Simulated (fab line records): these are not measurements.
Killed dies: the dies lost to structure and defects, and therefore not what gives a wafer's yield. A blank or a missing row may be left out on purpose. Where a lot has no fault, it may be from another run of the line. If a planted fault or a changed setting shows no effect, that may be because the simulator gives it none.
fab line records ; flow nand_harc
[record] lots = 5; wafers = 15; last_day = 23
route steps=1159 shown P_GATE@127 END@1159
lots with no fault: from the same line, run without faults
start_h: the number of hours between the record's first day and the start of the first shown wafer of the lot ; wait_h: time in hours since the lot's previous step ; " as in the row above ; L1.1+2: several wafers, shown together as one row ; - either no value or no given start ; * or withheld: withheld ; < > ~ a bound
route shown NAME@n: NAME is a module with steps in the file, n the number in the route of the first one ; usual: mean/standard deviation taken from wafers without a fault ; same: alike in all rows ; chamber/n: place in a boat ; sites: per-site readings ; _std_site: the standard deviation of these ; _edge_site: the outer-site mean with the inner-site mean subtracted ; radius_mm: how far each site lies from the wafer's centre ; mask NAME#n: copy n ; behind: the last tool/chamber to shape the wafer ; hold: why the lot was held/for how many hours/how that ended ; device: the transistor (n, p or np) that didn't switch ; end of line: the tests these same wafers got at the end of their route ; a step without rows: its recipe alone ; killed: dies lost to structure and defects at the first sort, not the wafer's yield ; map: the dies of a wafer, with x for killed, . for not killed, _ for no die there
set.NAME: the setting as run; set.NAME@STEP: as run at that earlier step ; model.NAME: the simulator's own value behind a step, which no gauge read
a table for each step, a row for each wafer; lots at some steps of the route
services: the hour from which a tool's chamber was out of use, counted from the record's first day as start_h (under 0 if before that day), plus the number of hours and why
[[steps]]
[step NHARC_P_GATE_PRECLEAN_71]
[recipe] time_s = *; temp_c = 50; bath_age_min = 0; chemistry = SC1
[step NHARC_P_GATE_SRD_72]
[step NHARC_P_GATE_OXIDE_16]
[recipe] target_thk_a = 30; temp_c = 875; ox_time_s = 392; material = SiO2
[step NHARC_P_GATE_CVD_17]
[recipe] target_thk_a = 1500; temp_c = 620; time_s = 900; material = poly-Si
[step NHARC_P_GATE_HM_DEP_102]
[recipe] target_thk_a = 1200; temp_c = 400; material = aC
[step NHARC_P_GATE_DEP_103]
[recipe] target_thk_a = 300; target_thk_nm = 30; temp_c = 400; flow_sccm = 200; rf_w = 350; material = SiON
[step NHARC_P_GATE_DEHYDRATE_18]
[recipe] temp_c = 150; time_s = 120
[step NHARC_P_GATE_HMDS_19]
[recipe] time_s = 30
[step NHARC_P_GATE_COAT_20]
[recipe] spin_rpm = 1500; resist_thk_nm = 90
[step NHARC_P_GATE_SOFTBAKE_21]
[recipe] temp_c = 105; time_s = 55
[step NHARC_P_GATE_EBR_22]
[step NHARC_P_GATE_EXPOSE_23]
[recipe] na = 1.35; target_cd_nm = 120; dose_mj = 93.91; mask_id = P_GATE
[step NHARC_P_GATE_PEB_24]
[recipe] peb_temp_c = 100; peb_time_s = 65
[usual] heater_power_total_W = 156.6/0.42
lot.wafer;tool;chamber;start_h;wait_h;heater_power_total_W
L105.2;litho_track-06;0;109.09;0.1;231.8
L105.4;litho_track-06;0;109.09;0.1;230.4
L105.5;litho_track-06;0;109.09;0.1;231.6
L107.2;litho_track-06;0;113.75;0.1;231.3
L107.3;litho_track-06;0;113.75;0.1;232.0
L107.5;litho_track-06;0;113.75;0.1;230.7
L110.1;litho_track-06;0;132.09;0.1;231.3
L110.4;litho_track-06;0;132.09;0.1;230.3
L110.6;litho_track-06;0;132.09;0.1;230.3
L118.3;litho_track-06;0;188.07;0.0;156.0
L118.4;litho_track-06;0;188.07;0.0;156.7
L118.5;litho_track-06;0;188.07;0.0;155.9
L119.2;litho_track-04;0;193.32;0.1;156.5
L119.5;litho_track-04;0;193.32;0.1;157.0
L119.6;litho_track-04;0;193.32;0.1;156.1
[step NHARC_P_GATE_DEVELOP_25]
[recipe] develop_time_s = 35; dev_temp_c = 23
[step NHARC_P_GATE_CD_MEAS_26]
[recipe] target_cd_nm = 120; landing_energy_ev = 500
[usual] cd_nm = 120.1/0.65
lot.wafer;tool;chamber;start_h;wait_h;cd_nm
L105.2;cd_sem-02;0;109.17;-;147.1
L105.4;cd_sem-02;0;109.17;-;147.3
L105.5;cd_sem-02;0;109.17;-;148.3
L107.2;cd_sem-01;0;113.83;-;147.8
L107.3;cd_sem-01;0;113.83;-;147.2
L107.5;cd_sem-01;0;113.83;-;148.1
L110.1;cd_sem-03;0;132.17;-;149.0
L110.4;cd_sem-03;0;132.17;-;148.5
L110.6;cd_sem-03;0;132.17;-;147.7
L118.3;cd_sem-02;0;188.15;-;120.8
L118.4;cd_sem-02;0;188.15;-;119.7
L118.5;cd_sem-02;0;188.15;-;119.5
L119.2;cd_sem-03;0;193.40;-;120.9
L119.5;cd_sem-03;0;193.40;-;120.1
L119.6;cd_sem-03;0;193.40;-;121.2
[step NHARC_P_GATE_DESCUM_31]
[recipe] time_s = 3; o2_flow_sccm = 200; ar_flow_sccm = 0; bias_power_w = 0; chemistry = O2
[usual] drypump_motor_current_A = 5.6/0.35; oes_product_au = 0.998/0.012; rf_vpp_V = 57.9/0.92; showerhead_plenum_p_Torr = 1.95/0.05; throttle_valve_pct = 11.310/0.0095
lot.wafer;tool;chamber;start_h;wait_h;drypump_motor_current_A;oes_product_au;rf_hours_counter_h;rf_vpp_V;showerhead_plenum_p_Torr;throttle_valve_pct;model.P_GATE.cd_nm
L105.4;rie_diel-04;2;109.41;0.1;6.2;1.026;59;59.5;1.95;11.310;148
L105.2;rie_diel-04;3;109.41;0.1;5.7;1.030;58;58.6;1.92;11.312;147.6
L105.5;rie_diel-04;3;109.41;0.1;5.7;1.033;-;56.9;1.92;11.296;148.6
L107.2;rie_diel-02;0;114.03;0.1;5.4;1.002;24;58.2;1.93;11.312;147.3
L107.3;rie_diel-02;2;114.03;0.1;6.2;0.982;24;57.6;1.88;11.322;147.1
L107.5;rie_diel-02;1;114.03;0.1;5.5;0.988;-;58.7;2.01;11.298;148.3
L110.4;rie_diel-02;0;132.37;0.1;5.5;0.999;28;58.7;1.93;11.315;147.6
L110.1;rie_diel-02;1;132.37;0.1;5.5;1.004;28;58.6;2.01;11.318;149.1
L110.6;rie_diel-02;0;132.37;0.1;5.4;1.009;-;56.9;1.93;11.312;147.2
L118.3;rie_diel-04;1;188.36;0.1;5.6;1.009;27;58.7;1.98;11.323;120.6
L118.5;rie_diel-04;0;188.36;0.1;5.6;0.988;-;57.5;1.95;11.303;119.7
L118.4;rie_diel-04;1;188.36;0.1;5.6;1.010;-;57.7;1.98;11.299;120
L119.2;rie_diel-02;2;193.60;0.1;6.1;0.986;6;56.6;1.88;11.327;121.1
L119.5;rie_diel-02;0;193.60;0.1;5.4;0.990;-;57.5;1.92;11.323;119.8
L119.6;rie_diel-02;1;193.60;0.1;5.5;1.007;-;57.3;2.01;11.288;120.9
[step NHARC_P_GATE_ETCH_104]
[recipe] target_depth_a = 600; time_s = withheld; cf4_flow_sccm = 100; chf3_flow_sccm = 30; ar_flow_sccm = 0; rf_w = 500; bias_w = 200; chemistry = CF4/CHF3
[step NHARC_P_GATE_HM_OPEN_105]
[recipe] target_depth_a = 3600; o2_flow_sccm = 400; cos_flow_sccm = 20; ar_flow_sccm = 0; rf_w = 500; bias_w = 300; chemistry = O2/COS
[step NHARC_P_GATE_STRIP_106]
[recipe] o2_flow_sccm = 400; cos_flow_sccm = 20; ar_flow_sccm = 0; bias_w = 0; chemistry = O2/COS
[step NHARC_P_GATE_ETCH_114]
[recipe] target_depth_a = 300; overetch_a = 30; time_s = 16.5; ion_energy_ev = 100; cf4_flow_sccm = 80; o2_flow_sccm = 20; ar_flow_sccm = 0; rf_w = 300; bias_w = 100; chemistry = CF4/O2
[step NHARC_P_GATE_ETCH_32]
[recipe] target_depth_a = 1500; over_etch_frac = 1; over_etch_ion_energy_ev = 40; time_s = 100.1; hbr_flow_sccm = 150; cl2_flow_sccm = 50; rf_w = 400; icp_w = 400; bias_w = 100; chemistry = HBr/Cl2
[usual] bias_w = 100.0/0.31; drypump_motor_current_A = 5.6/0.45; oes_product_au = 0.996/0.0092; throttle_valve_pct = 26.406/0.0097
lot.wafer;tool;chamber;start_h;wait_h;bias_w;drypump_motor_current_A;oes_product_au;rf_hours_counter_h;throttle_valve_pct;model.P_GATE.cd_nm
L105.4;rie_si-02;2;109.95;-;100.0;5.3;0.991;0.5;26.403;151.9
L105.2;rie_si-02;0;109.95;-;99.5;6.0;1.002;0.6;26.408;145.9
L105.5;rie_si-02;2;109.95;-;100.2;5.3;1.002;-;26.421;149.8
L107.2;rie_si-02;1;114.98;-;100.0;5.5;0.987;0.7;26.411;149.4
L107.3;rie_si-02;2;114.98;-;100.0;5.3;0.991;0.6;26.408;153.2
L107.5;rie_si-02;1;114.98;-;100.0;5.5;0.992;-;26.411;151.2
L110.4;rie_si-06;1;132.94;-;100.0;4.8;0.990;1.2;26.394;146.6
L110.1;rie_si-06;3;132.94;-;99.5;5.8;1.006;0.9;26.408;150
L110.6;rie_si-06;2;132.94;-;100.3;5.1;1.001;-;26.418;147.7
L118.3;rie_si-02;0;188.88;-;100.2;6.0;0.989;1.2;26.400;125.2
L118.4;rie_si-02;1;188.88;-;100.0;5.5;0.999;1.6;26.395;122.2
L118.5;rie_si-02;3;188.88;-;99.0;5.5;0.998;-;26.406;122.4
L119.2;rie_si-04;3;194.57;-;99.1;6.3;0.983;0.9;26.400;120.9
L119.6;rie_si-04;3;194.57;-;99.6;6.4;0.978;-;26.417;120.8
L119.5;rie_si-04;0;194.57;-;99.6;5.5;0.998;-;26.422;120.3
[step NHARC_P_GATE_STRIP_108]
[recipe] o2_flow_sccm = 500; ar_flow_sccm = 0; bias_w = 0; chemistry = O2
[step NHARC_END_SORT_01]
[recipe] temp_c = 25
[usual] killed_at_array = 28/8.6; killed_at_other = 0.7/1.2; killed_at_periphery = 3.1/2.3; killed_dies = 32/8.7; killed_open = 3.2/1.7; killed_short = 2.0/1.5
[same] gross_dies = 677
lot.wafer;tool;chamber;start_h;wait_h;killed_at_array;killed_at_other;killed_at_periphery;killed_dies;killed_open;killed_short
L107.2;prober-01;0;460.70;2.8;21;1;638;660;6;1
L107.3;prober-01;0;461.50;3.1;22;0;624;646;6;1
L107.5;prober-01;0;463.10;3.7;23;0;629;652;4;2
L105.2;prober-02;0;462.35;4.5;34;0;585;619;5;1
L105.4;prober-02;0;463.96;5.1;36;2;619;657;2;3
L105.5;prober-02;0;464.77;5.4;30;2;624;656;4;2
L110.1;prober-01;0;485.14;2.5;14;0;642;656;2;0
L110.4;prober-01;0;487.50;3.4;22;0;591;613;2;2
L110.6;prober-01;0;489.08;3.9;23;2;628;653;5;3
// killed by level:class
L107.2 P_GATE:area_peb=632 A_SLIT:chamber_film_flake=13 A_STAIRCASE:chamber_film_flake=2 P_M0:geometric_particle:open=2 P_ZERO_WELL:chamber_film_flake=2 P_CONTACT:geometric_particle:short=1 P_M1:geometric_particle:open=1 A_ONON_D1:geometric_particle:open=1
L107.3 P_GATE:area_peb=618 A_SLIT:chamber_film_flake=8 A_STAIRCASE:chamber_film_flake=4 A_SGD_CUT:chamber_film_flake=3 A_CONTACT:geometric_particle:open=2 P_ZERO_WELL:chamber_film_flake=2 A_CHANNEL_HOLE_D1:chamber_film_flake=2 P_CONTACT:geometric_particle:open=1
L105.2 P_GATE:area_peb=583 A_CHANNEL_HOLE_D1:chamber_film_flake=16 A_SLIT:chamber_film_flake=8 A_CONTACT:chamber_film_flake=3 A_M0:geometric_particle:open=2 P_M1:geometric_particle:open=1 A_WL_FILL:geometric_particle:open=1 A_WL_FILL:geometric_particle:short=1
L107.5 P_GATE:area_peb=626 A_SLIT:chamber_film_flake=8 A_CONTACT:geometric_particle:open=3 P_ZERO_WELL:chamber_film_flake=3 A_CHANNEL_HOLE_D1:chamber_film_flake=3 A_STAIRCASE:chamber_film_flake=3 A_CHANNEL_FILL_D1:geometric_particle:open=1 A_WL_FILL:geometric_particle:short=1
L105.4 P_GATE:area_peb=619 A_CHANNEL_HOLE_D1:chamber_film_flake=14 A_SLIT:chamber_film_flake=12 A_ZERO_WELL:chamber_film_flake=2 A_STAIRCASE:chamber_film_flake=2 A_ONON_D1:geometric_particle:short=1 A_ONON_D1:geometric_particle:open=1 A_CHANNEL_FILL_D1:geometric_particle:short=1
L105.5 P_GATE:area_peb=621 A_CHANNEL_HOLE_D1:chamber_film_flake=13 A_SLIT:chamber_film_flake=7 A_CONTACT:chamber_film_flake=3 A_ONON_D1:geometric_particle:open=2 P_GATE:chamber_film_flake=2 P_CONTACT:geometric_particle:open=1 A_CONTACT:geometric_particle:short=1
L110.1 P_GATE:area_peb=631 A_SLIT:chamber_film_flake=7 P_CONTACT:chamber_film_flake=5 P_ZERO_WELL:chamber_film_flake=4 P_CONTACT:geometric_particle:open=2 A_CHANNEL_HOLE_D1:chamber_film_flake=2 A_STAIRCASE:chamber_film_flake=2 A_M1:chamber_film_flake=2
L110.4 P_GATE:area_peb=583 A_SLIT:chamber_film_flake=10 P_CONTACT:chamber_film_flake=4 A_STAIRCASE:chamber_film_flake=3 A_M1:chamber_film_flake=3 A_ZERO_WELL:chamber_film_flake=2 P_CONTACT:geometric_particle:short=1 P_CONTACT:geometric_particle:open=1
L110.6 P_GATE:area_peb=622 A_SLIT:chamber_film_flake=10 A_CHANNEL_HOLE_D1:chamber_film_flake=4 P_ZERO_WELL:chamber_film_flake=2 P_STI:chamber_film_flake=2 P_CONTACT:chamber_film_flake=2 A_ONON_D1:geometric_particle:open=1 A_CHANNEL_HOLE_D1:geometric_particle:short=1
// map L105.4 (x killed, . not)
____________x____________
_________xxxxxxx_________
_______xxxxxxxxxxx_______
______xxxxxxxxxxxxx______
_____xxxxxxxxxxxxxxx_____
____xxxxxxxxxxxxxxxxx____
____xxxxxxxxxxxxxxxxx____
___xxxxxxxxxxxxxxxxxxx___
___xxxxxxxxxxxxxxxxxxx___
__xxxxxxxxxxxxxxxxxxxxx__
__xxxxx.xxxxxxxxxxxxxxx__
_xxxxxxxxxxxxxxxxx.xxxxx_
_xxxxxxxxxxxxxxxxxxxxxxx_
_xxxxxxxxx.xxxxxxxxxxxxx_
_xxxxxxxxxxx.xxxxxxxxxxx_
_xxxxxxxxxxxxx..xxxxxxxx_
xxxxxxxxxxx.x.xxxxxxxxxxx
xxxxxxxxxxxxxxx.xxxxxxxxx
xxxxxx.xxxxxxxxxxxxxxxxxx
xxxxxxxxxxxxxxxxxxxxxxxxx
xxxxxx.xxx..xxxxxxxxxxxxx
_xxxxxxxxx.x.xxxxxxxxxxx_
_xxxxxxxxxxxxxx..xxxxxxx_
_xxxxxxxxxxxxxxxxxxxxxxx_
_xxxxxxxxxx.xxxxxxxxxxxx_
_xxxxxxxxxx.xxxxxxxxxxxx_
__xxxxxxxxxxxxxxxxxxxxx__
__xxxxxxxxxxxxxxxxxxxxx__
___xxxxxxxxxxx.xxxxxxx___
___xxxxxxxxxxxxxxxxxxx___
____xxxxxxxxxxxxxxxxx____
____xxxxxxxxxxxxxxxxx____
_____xxxxxxxxxxxxxxx_____
______xxxxxxxxxxxxx______
_______xxxxxxxxxxx_______
_________xxxxxxx_________
____________x____________
// map L107.2 (x killed, . not)
____________x____________
_________xxxxxxx_________
_______xxxxxxxxxxx_______
______xxxxxxxxxxxxx______
_____xxxxxxxxxxxxxxx_____
____xxxxxxxxxxxxxxxxx____
____xxxxxxxxxxxxxxxxx____
___xxxxxxxxxxxxxxxxxxx___
___xxxxxxxxxxxxxxxxxxx___
__xxxxxxxxxxxxxxxxxxxxx__
__xxxxxxxxxxxxxxxxxxxxx__
_xxxxxxxxxxxxxxxxxxxxxxx_
_xxxxxx.xxxxxxxxxxxxxxxx_
_xxxxxxxx.xxxxxxxxxxxxxx_
_xxxx.xxxxxxxxxxxxxxxxxx_
_xxxxxxxx.xxxxx.xxxxxxxx_
xxxxxxxxxxxxxxx.xxxxxxxxx
xxxxxxxxx.xxxxxxxxxxxxxxx
xxxxxxxx.xxxxxxxxxxxxxxxx
xxxxxxxxxxxxxxxxxxxxxxxxx
xxxxxxxxxxxxxxxxxxxxxxxxx
_xxxxxxxxxx.xxx.xxxxxxxx_
_xxxxxxxxxxxxx.xxxxxxxxx_
_xxxxxxxxxxxxxxxxxxxxxxx_
_xxxxxx.xxxx.x.xxxxxxxxx_
_xxxxx.xxxxxxxxxxxxxxxxx_
__xxxxxxxxx.xxxxxxxxxxx__
__xxxxxxxxxxxxxxxxxxxxx__
___xxxxxxxxxxxxxxxxxxx___
___xxxxxxxxxxxxxxxxxxx___
____xxxxxxxxxx.xxxxxx____
____xxxxxxxxxxxxxxxxx____
_____xxxxxxxxxxxxxxx_____
______xxxxxxxxxxxxx______
_______xxxxxxxxxxx_______
_________xxxxxxx_________
____________x____________
[[services]]
tool;chamber;start_h;hours;kind
rie_diel-02;3;93.50;17.5;repair
rie_si-04;-;99.00;9.0;pm
rie_diel-02;0;105.52;-;clean
rie_diel-02;1;105.52;-;clean
rie_diel-02;2;105.52;-;clean
rie_diel-04;-;111.92;9.0;pm
litho_track-06;-;117.00;7.0;pm
rie_si-04;-;119.45;0.2;repair
rie_diel-02;0;130.08;-;clean
rie_diel-02;1;130.08;-;clean
rie_diel-02;2;130.08;-;clean
rie_diel-02;3;130.08;-;clean
rie_diel-02;-;140.44;1.9;repair
rie_si-04;2;140.59;3.7;repair
litho_track-04;-;141.00;7.0;pm
rie_diel-02;-;150.83;9.0;pm
rie_diel-02;0;150.83;9.0;vent_cycle
rie_diel-02;1;150.83;9.0;vent_cycle
rie_diel-02;2;150.83;9.0;vent_cycle
rie_diel-02;3;150.83;9.0;vent_cycle
rie_diel-02;0;159.83;-;clean
rie_diel-04;3;173.13;4.1;repair
rie_si-06;-;183.00;9.0;pm
rie_diel-04;2;185.68;6.1;repair
[[key]]
[first_sign] step = NHARC_P_GATE_PEB_24; reading = heater_power_total_W; direction = up; sigmas = 99+; usual = *; struck = *
[effect] step = NHARC_P_GATE_CD_MEAS_26; reading = cd_nm; direction = up; sigmas = 43; usual = 120.1; struck = 147.9
[effect] step = NHARC_END_SORT_01; reading = killed_at_periphery; direction = up; sigmas = 99+; usual = 3.1; struck = 620
[model_effect] step = NHARC_P_GATE_DESCUM_31; value = P_GATE.cd_nm; without = 119.9; struck = 147.9
[model_effect] step = NHARC_P_GATE_ETCH_32; value = P_GATE.cd_nm; without = 121.5; struck = 149.5
[more_kills_born_at] NHARC_P_GATE_PEB_24@litho_track-06 = 5535
met_at NHARC_P_GATE_PEB_24
struck_wafers L105.2,L105.4,L105.5,L107.2,L107.3,L107.5,L110.1,L110.4,L110.6
later_rows_left_out L105.2,L105.4,L105.5,L107.2,L107.3,L107.5,L110.1,L110.4,L110.6
tester_left_out L105,L107,L110
[fault] kind = process_parameter_drift; tool = litho_track-06; chamber = -; onset_h = 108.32; steps = NHARC_P_GATE_PEB_24; channel = peb_time_s; offset = *; shape = step; end_h = 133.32; acts_in = *; stated = *
// tester_left_out: of these lots the tester's yield and bins aren't shown, on N5 and GAA mostly nor the transistor test; their killed dies are dies lost to structure and defects alone, not to doping, threshold or leakage, so they don't give the yield
// later_rows_left_out: the simulator's readings of these wafers behind a module that went badly wrong aren't trusted and aren't shown, but for the sort
